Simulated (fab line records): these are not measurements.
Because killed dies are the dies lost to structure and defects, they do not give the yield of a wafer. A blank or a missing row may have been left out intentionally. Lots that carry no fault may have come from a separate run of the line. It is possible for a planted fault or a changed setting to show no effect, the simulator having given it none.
Lot-split experiment    flow n5Finfet    39 wafers read from 7 lots, route of 1938 steps

== ABOUT THE SPLIT ==
At N5_DUMMY_GATE_ETCH_37 (etches SOC in N2/H2, target depth 60 nm, overetch 30 nm), the setting sourceW was moved away from the recipe's 840 W on 9 of the 39 wafers read, by +6.4% to +18.6%. This setting was run at the recipe's value on the other wafers.

The reading comes from the split's own step.

== THE READING ==
rfVppV, in V, at N5_DUMMY_GATE_ETCH_37 (etches SOC in N2/H2, target depth 60 nm, overetch 30 nm). Typical for fault-free wafers on this fab line: 524.7 V, with standard deviation 2.8 V.

wafer   tool, chamber at the split  sourceW as run, W  against the recipe  rfVppV, V  against lot-mates on the recipe
L076.1  rieDiel-05, 0               840                recipe              529.5      -
L076.2  rieDiel-05, 3               840                recipe              527.1      -
L076.3  rieDiel-05, 2               840                recipe              526.3      -
L076.4  rieDiel-05, 1               840                recipe              521.3      -
L076.5  rieDiel-05, 2               840                recipe              526.0      -
L076.6  rieDiel-05, 3               840                recipe              527.5      -
L078.1  rieDiel-05, 1               893.9              +6.4%               511.6      -16.5
L078.2  rieDiel-05, 3               840                recipe              526.3      -
L078.3  rieDiel-05, 2               840                recipe              528.7      -
L078.4  rieDiel-05, 0               840                recipe              529.2      -
L078.5  rieDiel-05, 1               893.9              +6.4%               510.1      -18.0
L078.6  rieDiel-05, 0               893.9              +6.4%               516.4      -11.7
L079.1  rieDiel-01, 1               840                recipe              525.8      -
L079.2  rieDiel-01, 0               840                recipe              521.2      -
L079.3  rieDiel-01, 2               840                recipe              526.7      -
L079.4  rieDiel-01, 2               840                recipe              528.4      -
L079.5  rieDiel-01, 1               840                recipe              525.2      -
L079.6  rieDiel-01, 0               840                recipe              521.8      -
L080.1  rieDiel-02, 3               996.3              +18.6%              491.8      -32.1
L080.2  rieDiel-02, 2               840                recipe              523.5      -
L080.3  rieDiel-02, 1               996.3              +18.6%              496.2      -27.7
L080.4  rieDiel-02, 0               840                recipe              524.2      -
L080.5  rieDiel-02, 1               996.3              +18.6%              498.0      -25.9
L080.6  rieDiel-02, 0               840                recipe              524.1      -
L081.3  rieDiel-01, 1               840                recipe              526.6      -
L081.4  rieDiel-01, 2               840                recipe              526.1      -
L081.5  rieDiel-01, 1               840                recipe              525.6      -
L084.1  rieDiel-05, 2               840                recipe              526.6      -
L084.2  rieDiel-05, 3               980.4              +16.7%              498.2      -27.4
L084.3  rieDiel-05, 1               980.4              +16.7%              495.1      -30.5
L084.4  rieDiel-05, 0               840                recipe              529.3      -
L084.5  rieDiel-05, 2               980.4              +16.7%              499.9      -25.7
L084.6  rieDiel-05, 1               840                recipe              520.8      -
L088.1  rieDiel-02, 1               840                recipe              524.6      -
L088.2  rieDiel-02, 3               840                recipe              519.8      -
L088.3  rieDiel-02, 2               840                recipe              524.3      -
L088.4  rieDiel-02, 0               840                recipe              523.8      -
L088.5  rieDiel-02, 3               840                recipe              521.7      -
L088.6  rieDiel-02, 0               840                recipe              523.8      -

FIT RESULTS
A straight line over all 39 wafers: rfVppV changes by -1.63 V for each +1% of sourceW; r = -0.97; the points scatter about the line by 2.7 V.
The same after taking each lot's own level away (the mean of its wafers on the recipe; 39 wafers): -1.62 V for each +1%; r = -0.97; scatter 2.7 V.
On that fit, the largest move of sourceW shifts the reading by 30 V.
From 523.00 to 528.07 V: that is the span of the lots' own levels, equal to 1.8 times the standard deviation above.
Hence the lot-to-lot level has little effect on the slope; both slopes agree.
Check: with one of the wafers moved furthest among these (+18.6%) left out of the fit, the line predicts -30.2 V for it against its lot-mates. It came out at -32.1 V against them.
Tool readings at the split's step, against how far the setting was moved: rfVppV r = -0.97.

== OTHER SPLITS APPLIED TO THESE WAFERS ==
Other splits were also applied to these wafers ahead of the reading. Each is held against what the fit with the lots' levels taken away leaves over:
other split on the same wafers  wafers away from the commonest value  r with rfVppV (lot level and that fit taken away)
N5_FIN_CUT_EXPOSE_05 doseMj     15                                    +0.15
N5_DUMMY_GATE_CVD_03 tempC      24                                    +0.06

== FILE'S OWN FIT ==
rfVppV changes by -1.64 V for each +1% of sourceW, r = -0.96.
